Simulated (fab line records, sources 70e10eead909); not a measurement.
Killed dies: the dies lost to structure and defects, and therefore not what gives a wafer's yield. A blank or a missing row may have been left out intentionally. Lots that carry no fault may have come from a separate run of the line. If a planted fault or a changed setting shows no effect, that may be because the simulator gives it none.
Which of the tools did it? + flow nand_harc + Sampling: 6 lots, 18 wafers, 3 of 1302 route steps

== WHAT THE GAUGES READ, wafer by wafer ==
NHARC_A_ONON_D2_THK_MEAS_34: measures by ellipsometry.
| lot  | measured     | on            | thk_nm (nm)       |
|------|--------------|---------------|-------------------|
| L823 | day 13 01:13 | film_metro-02 | 195.2 199.5 201.5 |
| L827 | day 15 19:13 | film_metro-01 | 200.5 201.3 201.4 |
| L829 | day 15 19:12 | film_metro-02 | 194.3 200.6 198.1 |
| L836 | day 18 17:40 | film_metro-01 | 193.1 193.3 174.1 |
| L842 | day 21 10:14 | film_metro-01 | 198.1 201.3 204.0 |
| L843 | day 22 02:10 | film_metro-01 | 197.9 202.2 196.5 |

== WHAT TOOL EACH LOT RAN ON (gives the tool, then ch and the chambers of the sampled wafers, and finally the start) ==
| lot  | NHARC_A_CHANNEL_FILL_D1_CMP_10 | NHARC_A_ONON_D2_DEP_33          |
|------|--------------------------------|---------------------------------|
| L823 | cmp-02 ch 0,3, day 11 02:13    | pecvd-04 ch 0,2, day 13 00:51   |
| L827 | cmp-02 ch 1,3, day 12 21:59    | pecvd-02 ch 0,2, day 15 18:51   |
| L829 | cmp-02 ch 1,3, day 13 23:00    | pecvd-01 ch 0,2, day 15 18:50   |
| L836 | cmp-01 ch 0,1,3, day 16 16:04  | pecvd-01 ch 0,1,2, day 18 17:19 |
| L842 | cmp-01 ch 0,1,3, day 19 06:11  | pecvd-02 ch 1, day 21 09:41     |
| L843 | cmp-01 ch 0,2,3, day 19 20:50  | pecvd-01 ch 0,2, day 22 01:48   |
- NHARC_A_CHANNEL_FILL_D1_CMP_10: polishes, target thk 150 nm.
- NHARC_A_ONON_D2_DEP_33: deposits SiO2, target thk 200 nm.

== THE ANSWER, worked out from the rows above alone ==
Rule: what is usual is taken from the lots themselves. Put in order of their means at a reading, lots are off if they are a third of the lots or fewer, leave a main group of 4 or more, and stand apart from it by a gap of 3 or more times the standard deviation of the main group's means; of several such gaps the widest counts. A main group whose means are all the same, to the digits that the tables above print for the reading, isn't used. Also off: a lot with no number at a reading for which 4 or more lots have one. The other lots that the step has rows for count as sound.
Off, at NHARC_A_ONON_D2_THK_MEAS_34 on thk_nm: L836. Mean 199.5 nm and standard deviation 1.4 in the main group.
If a tool, at a process step before that reading, ran all the lots that are off and no sound lot after the first of them, it fits. The gauges at NHARC_A_ONON_D2_THK_MEAS_34 are tried like those tools. Of those tried, none fits.

== WHAT WAS PUT IN BY THE SIMULATOR ==
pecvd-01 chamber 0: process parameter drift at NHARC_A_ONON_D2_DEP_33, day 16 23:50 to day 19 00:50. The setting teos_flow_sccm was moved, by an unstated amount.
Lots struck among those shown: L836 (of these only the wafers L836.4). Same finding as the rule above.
